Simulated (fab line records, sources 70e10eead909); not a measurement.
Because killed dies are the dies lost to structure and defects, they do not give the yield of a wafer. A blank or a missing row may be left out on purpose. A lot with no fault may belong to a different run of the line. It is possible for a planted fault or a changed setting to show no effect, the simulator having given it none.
A lot that was struck, set against a sound lot | flow nand harc | 14 out of 1302 route steps
Sound: these wafers, L636.2, L636.3, L636.6. Struck: wafers L647.3, L647.5 (left out: L647.2, a lot-mate that was not struck); the cause follows at the end.
Order at every step that has rows: each side's tool, ch and its chambers, its first start. Under that, the readings that differ: sound wafers | struck wafers | difference of the means | sigmas: that difference in standard deviations of wafers without a fault.
alike: a reading whose means differ by less than 2 such deviations, as well as words and numbers matching on both sides. not compared: withheld readings; readings where some wafer has no value; bounds like >300 that might hide an equal value; numbers whose values overlap and for which the record gives no deviation.
A row with sigmas, a row that says differs or no value, or rows on one side alone: a step with any of these is where the two part. Numbers that have no deviation but don't overlap get no sigmas and don't part them. A reading missing from all wafers of one side parts the sides only when that side holds two or more wafers.

first, 7 steps without rows for these wafers: NHARC_A_M1_COAT_34 (time 65 s); NHARC_A_M1_COAT_03 (resist thk 90 nm); NHARC_A_M1_SOFTBAKE_04 (time 55 s); NHARC_A_M1_EBR_05; NHARC_A_M1_EXPOSE_06 (exposes mask A M1, target cd 120 nm); NHARC_A_M1_PEB_07 (peb time 65 s); NHARC_A_M1_DEVELOP_08 (develop time 35 s).
NHARC_A_M1_CD_MEAS_09: the cd target is 120 nm.
  sound on cd sem-01 ch 0, day 23 17:12; struck on cd sem-01 ch 0, day 28 17:51
  alike: cd nm
NHARC_A_M1_OVL_MEAS_10: pitch 240 nm.
  struck on overlay-01, day 28 17:56; sound on overlay-01, day 23 17:17
  alike: overlay x nm, overlay y nm
NHARC_A_M1_INSPECT_11:
  struck on defect inspect-01, day 28 17:58; sound on defect inspect-02, day 23 17:20
  alike: raw defect count
NHARC_A_M1_DESCUM_14: chemistry O2, time 3 s.
  sound on rie diel-03 ch 0,2, day 23 17:23; struck on rie diel-03 ch 1,3, day 28 18:03
  alike: drypump motor current A, oes product au, rf vpp V, showerhead plenum p Torr, throttle valve pct
  not compared: rf hours counter h
NHARC_A_M1_ETCH_35: etches the open film in N2/H2, target depth 40 nm, overetch 12 nm, time 43.94 s.
  sound on rie diel-03 ch 0,1,2, day 23 17:29; struck on rie diel-03 ch 3, day 28 18:07
  reading                         | sound          | struck    | difference | sigmas
  showerhead plenum p Torr (Torr) | 2.00 1.94 1.93 | 2.11 2.11 | +0.15      | +2
  alike: drypump motor current A, oes product au, rf vpp V, run length s, throttle valve pct
  not compared: rf hours counter h
NHARC_A_M1_ETCH_15: etches the open film in C4F8/Ar, target depth 182.5 nm, time 91.2 s.
  sound on rie diel-03 ch 0,2, day 23 17:35; struck on rie diel-03 ch 0, day 28 18:13
  reading          | sound             | struck      | difference | sigmas
  run length s (s) | 111.7 112.2 112.2 | 102.3 101.7 | -10.0      | -26
  alike: oes product au, rf vpp V
  not compared: rf hours counter h
NHARC_A_M1_CD_MEAS_16:
  struck on cd sem-03, day 28 18:20; sound on cd sem-02, day 23 17:44
  alike: cd nm

WHERE THEY PART
At NHARC_A_M1_ETCH_35 first; at NHARC_A_M1_ETCH_15 last (within this record only). Later steps at which nothing parts them and some readings are alike: NHARC_A_M1_CD_MEAS_16.

WHY: the cause the simulator had injected
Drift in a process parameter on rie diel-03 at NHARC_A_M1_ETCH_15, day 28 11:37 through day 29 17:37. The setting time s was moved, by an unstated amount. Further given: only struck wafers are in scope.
